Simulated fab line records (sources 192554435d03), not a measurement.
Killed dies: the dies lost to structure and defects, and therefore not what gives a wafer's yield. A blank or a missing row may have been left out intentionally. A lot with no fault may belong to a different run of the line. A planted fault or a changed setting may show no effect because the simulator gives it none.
Matching of chambers | flow n5_finfet | 4 sister chambers for N5_BEOL_M2_ETCH_70 on rie_diel-02
The step etches SOC in N2/H2, target depth 80 nm, overetch 24 nm, time 130 s. 4 wafers are shown with their chamber, then 10 later ones without.

WAFERS, EACH WITH ITS CHAMBER
wafer  | chamber | showerhead_plenum_p_Torr (Torr)
L082.3 | 2       | 2.43
L083.6 | 1       | 2.70
L090.1 | 3       | 2.61
L090.2 | 0       | 2.47

WAFERS MISSING THEIR CHAMBER
wafer  | showerhead_plenum_p_Torr (Torr)
L090.4 | 2.70
L093.3 | 2.46
L093.4 | 2.69
L093.6 | 2.69
L096.1 | 2.60
L096.3 | 2.41
L096.5 | 2.46
L097.1 | 2.46
L097.4 | 2.41
L097.5 | 2.46

EACH ONE'S CHAMBER
wafer  | from the rows above     | in truth
L090.4 | 1                       | 1
L093.3 | can't be placed: 0 or 2 | 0
L093.4 | 1                       | 1
L093.6 | 1                       | 1
L096.1 | 3                       | 3
L096.3 | 2                       | 2
L096.5 | can't be placed: 0 or 2 | 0
L097.1 | can't be placed: 0 or 2 | 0
L097.4 | 2                       | 2
L097.5 | can't be placed: 0 or 2 | 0
6 of 10 placed correctly. From these rows, 4 cannot be placed; in 4 the true chamber is one of the candidates. Wrongly placed: 0.
How it was worked out, from the rows above alone: a wafer's distance from a chamber is the root of the sum, over the readings, of the square of ((its reading less the chamber's mean) divided by the reading's scatter). If the next closest chamber is less than 2 further off than the closest, the wafer can't be placed; otherwise it belongs to the closest. A chamber's mean is the mean of its shown wafers. The scatter (one wafer shown for each chamber): square how far every hidden wafer sits from the nearest shown wafer, average those squares and take the square root.
